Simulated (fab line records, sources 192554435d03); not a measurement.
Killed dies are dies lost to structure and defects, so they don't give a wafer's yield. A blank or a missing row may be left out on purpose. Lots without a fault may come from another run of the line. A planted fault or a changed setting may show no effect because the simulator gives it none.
Chamber matching | flow n5_finfet | N5_FIN_CUT_ETCH_30 on rie_diel-06: 4 sister chambers
The step etches underlayer in N2/H2, target depth 13 nm, time 10.4 s. 4 wafers are shown with their chamber, then 8 later ones without.

WAFERS WITH THEIR CHAMBER
wafer  | chamber | throttle_valve_pct (%)
L085.4 | 2       | 17.73
L087.2 | 1       | 17.36
L087.6 | 3       | 18.13
L088.2 | 0       | 18.11

WAFERS WITHOUT THEIR CHAMBER
wafer  | throttle_valve_pct (%)
L088.5 | 18.14
L088.6 | 17.75
L091.3 | 17.37
L091.4 | 18.14
L091.5 | 18.13
L097.4 | 17.39
L097.5 | 17.77
L097.6 | 18.16

WHICH CHAMBER EACH WENT THROUGH
wafer  | from the rows above     | in truth
L088.5 | can't be placed: 3 or 0 | 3
L088.6 | 2                       | 2
L091.3 | 1                       | 1
L091.4 | can't be placed: 3 or 0 | 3
L091.5 | can't be placed: 3 or 0 | 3
L097.4 | 1                       | 1
L097.5 | 2                       | 2
L097.6 | can't be placed: 3 or 0 | 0
Placed correctly: 4 of 8. Can't be placed from these rows: 4 (the true chamber is among the candidates in 4). Placed wrongly: 0.
How it was worked out, from the rows above alone: a wafer's distance from a chamber is the root of the sum, over the readings, of the square of ((its reading less the chamber's mean) divided by the reading's scatter). The wafer belongs to the nearest chamber; if the next one is less than 2 further off, it can't be placed. A chamber's mean is the mean of its shown wafers. The scatter: with one shown wafer a chamber, the root of the mean of the squares of how far each hidden wafer lies from its nearest shown one.
